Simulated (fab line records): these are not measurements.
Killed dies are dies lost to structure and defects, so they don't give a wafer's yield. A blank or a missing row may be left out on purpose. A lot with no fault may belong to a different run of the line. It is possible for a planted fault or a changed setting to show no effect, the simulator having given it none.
Comparing a struck lot with a sound one || flow n5-finfet || 14 steps out of a route of 1938
Sound: wafers L148.2, L148.3, L148.5. The struck wafers were L149.3, L149.5, L149.6. The cause is given at the end.
At each step with rows: each side's tool, then ch and its chambers, then its first start. Under that, the readings that differ: sound wafers || struck wafers || difference of the means || sigmas: that difference in standard deviations of wafers without a fault.
alike: a reading whose means differ by less than 2 such deviations, as well as words and numbers matching on both sides. not compared: withheld readings; readings where some wafer has no value; bounds like >300 that might hide an equal value; numbers whose values overlap and for which the record gives no deviation.
The two part at a step that has a row with sigmas, a row that says differs or no value, or rows on one side only. When numbers do not overlap yet have no deviation, they are printed without sigmas and do not part them. A reading that every wafer of one side lacks parts them only if that side has two wafers or more.

N5_BEOL_M7_ILD_DEP_00: deposits SiCOH lowk from DEMS/porogen, target thk 179.75 nm, time 33.4 s.
  sound on pecvd-02 ch 0,1,2, day 14 20:31; struck on pecvd-01 ch 0,2, day 14 04:22
  alike: heater-power-w, showerhead-plenum-p-Torr, showerhead-vpp-V, throttle-valve-pct
N5_BEOL_M7_CURE_74: cures SiCOH lowk, time 240 s.
  sound on uv-cure-03 ch 1, day 14 20:40; struck on uv-cure-03 ch 0, day 14 04:36
  alike: lamp-power-pct, wafer_temp_C_max
N5_BEOL_M7_THK_MEAS_01:
  sound on film-metro-02, day 14 21:06; struck on film-metro-01, day 14 04:57
  alike: M7_ILD_THK
N5_BEOL_M7_PECVD_70: deposits SiO2 from TEOS/O2, target thk 20 nm, time 22.7 s.
  sound on pecvd-01 ch 0,2, day 14 21:08; struck on pecvd-03 ch 0,1, day 14 04:59
{"reading": "heater-power-w (W)", "sound": "782 810 799", "struck": "534 801 539", "difference": -172, "sigmas": -2}
  alike: showerhead-plenum-p-Torr, showerhead-vpp-V, throttle-valve-pct
N5_BEOL_M7_HM_DEP_02: deposits TiN, target thk 20 nm.
  sound on pvd-sputter-02, day 14 23:44; struck on pvd-sputter-01, day 14 05:46
  alike: throttle-valve-pct
then, 7 steps without rows for these wafers: N5_BEOL_M7_COAT_59 (time 60 s, resist thk 100 nm); N5_BEOL_M7_COAT_60 (time 60 s, resist thk 35 nm); N5_BEOL_M7_COAT_05 (resist thk 90 nm); N5_BEOL_M7_EBR_07; N5_BEOL_M7_SOFTBAKE_06 (time 60 s); N5_BEOL_M7_EXPOSE_08 (exposes mask M7); N5_BEOL_M7_PEB_09 (peb time 60 s).
N5_BEOL_M7_DEVELOP_10: develop time 30 s.
  struck on litho-track-04, day 14 06:13; sound on litho-track-05 ch 0, day 15 00:10
  no value came back on the struck wafers for chill-plate-temp-C (C), develop-time-s (s); on the sound wafers chill-plate-temp-C (C) reads 23.08 22.80 22.90
{"reading": "model.CAR-ArF_of_BEOL_M7_COAT_05.thk-nm (nm)", "sound": "88 87.8 87.8", "struck": "90 90.2 90.2", "difference": "+2", "sigmas": ""}
N5_BEOL_M7_CD_MEAS_11: the cd target is 38.5 nm.
  sound on cd-sem-02 ch 0, day 15 00:14; struck on cd-sem-02 ch 0, day 14 06:16
{"reading": "cd-nm (nm)", "sound": "37.9 38.3 39.0", "struck": "- - -", "difference": "no value on the struck wafers", "sigmas": ""}

WHERE THEY PART
At N5_BEOL_M7_PECVD_70 first; at N5_BEOL_M7_CD_MEAS_11 last (within this record only).

WHY: what had been put in by the simulator
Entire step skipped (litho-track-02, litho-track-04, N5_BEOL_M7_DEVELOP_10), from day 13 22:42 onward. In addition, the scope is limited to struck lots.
